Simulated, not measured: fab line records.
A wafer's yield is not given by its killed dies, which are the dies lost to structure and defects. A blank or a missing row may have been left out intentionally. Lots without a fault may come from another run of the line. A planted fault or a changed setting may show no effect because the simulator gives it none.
Chamber matching + flow n5_finfet + rie_diel-03 running N5_BEOL_M8_ETCH_62: 4 sister chambers
The step etches SOC in N2/H2, target depth 110 nm, overetch 22 nm, time 165 s. 4 wafers are shown with their chamber, then 12 later ones without.

WAFERS WITH THEIR CHAMBER
| wafer  | chamber | drypump_motor_current_A (A) |
|--------|---------|-----------------------------|
| L083.5 | 2       | 6.0                         |
| L085.1 | 1       | 5.2                         |
| L086.1 | 0       | 6.3                         |
| L086.5 | 3       | 5.7                         |

WAFERS WITH NO CHAMBER GIVEN
| wafer  | drypump_motor_current_A (A) |
|--------|-----------------------------|
| L087.1 | 5.2                         |
| L087.4 | 5.6                         |
| L087.5 | 5.1                         |
| L089.3 | 6.3                         |
| L089.4 | 6.0                         |
| L089.6 | 5.2                         |
| L091.2 | 6.0                         |
| L091.3 | 5.2                         |
| L091.5 | 6.3                         |
| L093.1 | 5.2                         |
| L093.5 | 6.3                         |
| L093.6 | 5.6                         |

EACH ONE'S CHAMBER
| wafer  | from the rows above | in truth |
|--------|---------------------|----------|
| L087.1 | 1                   | 1        |
| L087.4 | 3                   | 3        |
| L087.5 | 1                   | 1        |
| L089.3 | 0                   | 0        |
| L089.4 | 2                   | 2        |
| L089.6 | 1                   | 1        |
| L091.2 | 2                   | 2        |
| L091.3 | 1                   | 1        |
| L091.5 | 0                   | 0        |
| L093.1 | 1                   | 1        |
| L093.5 | 0                   | 0        |
| L093.6 | 3                   | 3        |
Correctly placed: 12 of 12. Not placeable from these rows: 0. Placed wrongly: 0.
How it was worked out, from the rows above alone: a wafer's distance from a chamber is the root of the sum, over the readings, of the square of ((its reading less the chamber's mean) divided by the reading's scatter). The wafer belongs to the nearest chamber; if the next one is less than 2 further off, it can't be placed. Each chamber's mean is taken over the wafers shown for it. The scatter: root of mean squared gap, hidden wafer to nearest shown wafer, with one shown wafer a chamber.
